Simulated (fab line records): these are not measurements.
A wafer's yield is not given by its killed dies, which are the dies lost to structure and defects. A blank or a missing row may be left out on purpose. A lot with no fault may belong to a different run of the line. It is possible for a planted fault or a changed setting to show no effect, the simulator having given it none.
fab line records	flow nandHarc
record lots=6	wafers=18	lastDay=32
route steps=1302 shown P_GATE@118
lots that met no fault: from a run of the same line without faults
startH: the number of hours between the record's first day and the start of the first shown wafer of the lot	waitH: hours elapsed since this lot's preceding step	" identical to the entry in the row above	L1.1+2: a row that stands for several wafers	- no value, or no start was given	* or withheld: withheld	< > ~ a bound
route shown NAME@n: names a module that has steps shown in the file, with the first one's number in the route	usual: mean/standard deviation taken from wafers without a fault	same: alike in all rows	chamber/n: place in a boat	sites: each site's reading	_std_site: standard deviation across them	_edge_site: mean of outer sites minus mean of inner sites	radiusMm: for every site, how far away it sits from the centre of the wafer	mask NAME#n: copy n	behind: tool/chamber where the wafer was last shaped	hold: what put the lot on hold/how long, in hours/how the hold closed	device: whichever transistor did not switch (one of n, p or np)	end of line: the route-end tests of the same wafers	for a step that has no rows: nothing shown but its recipe	killed: not the wafer's yield, but the dies lost to structure and defects at the first sort	map: the dies of a wafer, with x for killed, . for not killed, _ for no die there
set.NAME: the setting that was run; set.NAME@STEP: the one run at that earlier step	model.NAME: the simulator's own value behind a step, which no gauge read
lots at some steps of the route; a table a step, a row a wafer
services: when a tool's chamber went out of use (startH, in hours from the record's first day, below 0 if earlier), for how many hours, and the reason
## steps
# step NHARC_P_GATE_EBR_07
# step NHARC_P_GATE_EXPOSE_08
# recipe na=0.6	doseMj=16.75	maskId=P_HV
# step NHARC_P_GATE_PEB_09
# recipe pebTempC=118	pebTimeS=85
# step NHARC_P_GATE_DEVELOP_10
# recipe timeS=70
# step NHARC_P_GATE_CD_MEAS_11
# recipe targetCdNm=1640	landingEnergyEv=500
# usual cdNm=1639.7/2.5
lot.wafer	tool	chamber	startH	waitH	cdNm
L858.1	cdSem-03	0	147.02	-	1639.3
L858.2	"	0	"	"	1640.6
L858.3	"	0	"	"	1637.1
L859.3	cdSem-03	0	154.59	-	1638.7
L859.4	"	0	"	"	1642.7
L859.5	"	0	"	"	1641.7
L868.2	cdSem-01	0	242.86	-	1638.6
L868.4	"	0	"	"	1635.0
L868.5	"	0	"	"	1640.3
L869.2	cdSem-03	0	251.75	-	1638.7
L869.3	"	0	"	"	1637.9
L869.6	"	0	"	"	1638.0
L872.1	cdSem-03	0	283.71	-	1639.3
L872.2	"	0	"	"	1642.9
L872.3	"	0	"	"	1634.1
L873.1	cdSem-03	0	291.00	-	1642.3
L873.5	"	0	"	"	1641.5
L873.6	"	0	"	"	1639.9
# step NHARC_P_GATE_HARDBAKE_12
# recipe tempC=125	timeS=80
# step NHARC_P_GATE_DESCUM_13
# recipe timeS=3	o2FlowSccm=200	arFlowSccm=0	biasPowerW=0	chemistry=O2
# usual drypumpMotorCurrentA=5.8/0.45	o2FlowSccm=200.1/0.57	oesProductAu=0.997/0.013	rfVppV=58.0/0.93	showerheadPlenumPTorr=1.97/0.077	throttleValvePct=11.310/0.0091
lot.wafer	tool	chamber	startH	waitH	drypumpMotorCurrentA	o2FlowSccm	oesProductAu	rfHoursCounterH	rfVppV	showerheadPlenumPTorr	throttleValvePct
L858.3	rieDiel-05	0	147.18	-	5.3	200.9	1.001	5	56.7	1.80	11.323
L858.1	"	1	"	"	6.3	200.4	0.983	5	57.4	1.93	11.312
L858.2	"	3	"	"	6.3	200.7	1.014	6	57.8	1.88	11.320
L859.4	rieDiel-05	1	154.77	-	6.3	200.7	0.974	5	59.0	1.93	11.302
L859.3	"	2	"	"	5.7	200.2	0.989	4	57.9	1.98	11.297
L859.5	"	3	"	"	6.2	199.9	1.004	-	57.1	1.88	11.327
L868.2	rieDiel-05	1	243.01	-	6.3	200.3	0.973	0	58.0	1.93	11.321
L868.4	"	0	"	"	5.3	200.7	1.003	0	55.9	1.80	11.310
L868.5	"	1	"	"	6.3	200.7	0.972	-	57.4	1.93	11.311
L869.3	rieDiel-09	0	251.91	-	5.7	200.0	0.996	5	58.6	2.06	11.326
L869.2	"	2	"	"	5.2	200.7	1.004	5	57.5	1.92	11.317
L869.6	"	0	"	"	5.7	200.9	0.992	-	58.6	2.06	11.313
L872.1	rieDiel-09	3	283.88	-	6.2	199.8	0.988	8	58.3	1.99	11.319
L872.2	"	1	"	"	5.4	200.3	1.008	6	59.4	2.03	11.320
L872.3	"	2	"	"	5.1	200.4	0.994	7	58.7	1.92	11.324
L873.1	rieDiel-10	1	291.17	-	6.6	200.2	0.994	2	59.3	2.01	11.317
L873.6	"	0	"	"	5.5	199.9	1.003	-	58.0	2.06	11.324
L873.5	"	1	"	"	6.6	199.6	0.979	-	56.9	2.01	11.313
# step NHARC_P_GATE_ETCH_14
# recipe targetDepthA=488	chemistry=dHF	material=SiO2
# step NHARC_P_GATE_STRIP_15
# recipe timeS=780	tempC=130	chemistry=SPM
# step NHARC_P_GATE_PRECLEAN_71
# recipe timeS=*	tempC=50	bathAgeMin=0	chemistry=SC1
# step NHARC_P_GATE_SRD_72
# step NHARC_P_GATE_OXIDE_16
# recipe targetThkA=30	tempC=875	oxTimeS=392	material=SiO2
# step NHARC_P_GATE_CVD_17
# recipe targetThkA=1500	tempC=620	timeS=900	material=poly-Si
# usual runLengthS=901.8/0.42	spikeTcBottomC=639.9/2.4	tubeCenterTempC=620.01/0.057
lot.wafer	tool	chamber	startH	waitH	runLengthS	spikeTcBottomC	tubeCenterTempC
L858.1	lpcvdPoly-04	-	156.87	2.5	-	-	-
L858.2	"	-	"	"	-	-	-
L858.3	"	-	"	"	-	-	-
L859.3	lpcvdPoly-04	-	164.84	2.5	-	-	-
L859.4	"	-	"	"	-	-	-
L859.5	"	-	"	"	-	-	-
L868.2	lpcvdPoly-04	0	252.74	2.5	901.9	642.2	620.05
L868.4	"	0	"	"	901.9	640.6	620.05
L868.5	"	0	"	"	901.9	640.7	620.02
L869.2	lpcvdPoly-03	0	262.14	3.1	901.6	636.7	620.12
L869.3	"	0	"	"	901.6	637.0	619.93
L869.6	"	0	"	"	901.6	636.7	620.08
L872.1	lpcvdPoly-02	0	294.73	2.7	902.7	640.9	620.08
L872.2	"	0	"	"	902.7	641.8	620
L872.3	"	0	"	"	902.7	642.2	620.05
L873.1	lpcvdPoly-02	0	300.95	2.7	902.8	641.0	620.08
L873.5	"	0	"	"	902.8	641.1	619.99
L873.6	"	0	"	"	902.8	641.7	619.98
# step NHARC_P_GATE_HM_DEP_102
# recipe targetThkA=1200	tempC=400	material=aC
# usual throttleValvePct=35.000/0.0093
lot.wafer	tool	chamber	startH	waitH	throttleValvePct
L858.1	aclDep-02	0	159.75	0.7	35.002
L858.2	"	0	"	"	35.028
L858.3	"	0	"	"	34.993
L859.3	aclDep-02	0	167.65	0.6	34.995
L859.4	"	0	"	"	34.999
L859.5	"	0	"	"	34.990
L868.2	aclDep-01	0	255.48	0.5	34.987
L868.4	"	0	"	"	35.001
L868.5	"	0	"	"	35.004
L869.2	aclDep-01	0	265.49	1.1	35.003
L869.3	"	0	"	"	34.996
L869.6	"	0	"	"	35.001
L872.1	aclDep-01	0	302.24	5.3	35.026
L872.2	"	0	"	"	35.003
L872.3	"	0	"	"	35.003
L873.1	aclDep-01	0	304.59	1.4	34.991
L873.5	"	0	"	"	35.002
L873.6	"	0	"	"	34.999
## services
tool	chamber	startH	hours	kind
rieDiel-05	0	135.10	-	clean
rieDiel-05	1	135.10	-	clean
rieDiel-05	2	135.10	-	clean
rieDiel-05	3	135.10	-	clean
rieDiel-05	-	137.59	0.8	repair
rieDiel-10	-	138.73	0.2	repair
rieDiel-09	-	143.10	9.0	pm
rieDiel-10	2	148.44	4.9	repair
rieDiel-05	0	159.60	-	clean
rieDiel-10	2	177.62	28.1	repair
aclDep-01	-	191.76	13.0	pm
rieDiel-10	0	196.70	20.4	repair
lpcvdPoly-02	-	206.00	26.0	pm
rieDiel-09	2	224.17	4.9	repair
rieDiel-10	1	225.52	8.5	repair
rieDiel-05	-	229.60	9.0	pm
rieDiel-10	-	242.50	9.0	pm
aclDep-02	-	244.92	13.0	pm
lpcvdPoly-02	-	248.86	19.8	repair
rieDiel-09	0	252.10	3.7	repair
rieDiel-05	3	260.27	7.1	repair
rieDiel-10	0	274.55	6.6	repair
rieDiel-09	0	283.24	9.7	repair
aclDep-02	-	293.47	2.9	repair
## key
firstSign step=NHARC_P_GATE_CVD_17	reading=toolRecord	direction=missing
effect none on later readings
metAt NHARC_P_GATE_CVD_17
struckWafers L858.1,L858.2,L858.3,L859.3,L859.4,L859.5
laterRowsLeftOut L858.1,L858.2,L858.3,L859.3,L859.4,L859.5
sortLeftOut L858.1,L858.2,L858.3,L859.3,L859.4,L859.5
testerLeftOut L858,L859
fault kind=skippedStepWhole	tool=lpcvdPoly-04	chamber=-	onsetH=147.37	steps=NHARC_P_GATE_CVD_17	scope=struckLotsOnly
# testerLeftOut: of these lots the tester's yield and bins aren't shown, on N5 and GAA mostly nor the transistor test; their killed dies are dies lost to structure and defects alone, not to doping, threshold or leakage, so they don't give the yield
# sortLeftOut: the simulated sort isn't trusted on such a fault, so these wafers' sort isn't shown, and their yield isn't known
# laterRowsLeftOut: the simulator's readings of these wafers behind a module that went badly wrong aren't trusted and aren't shown, but for the sort
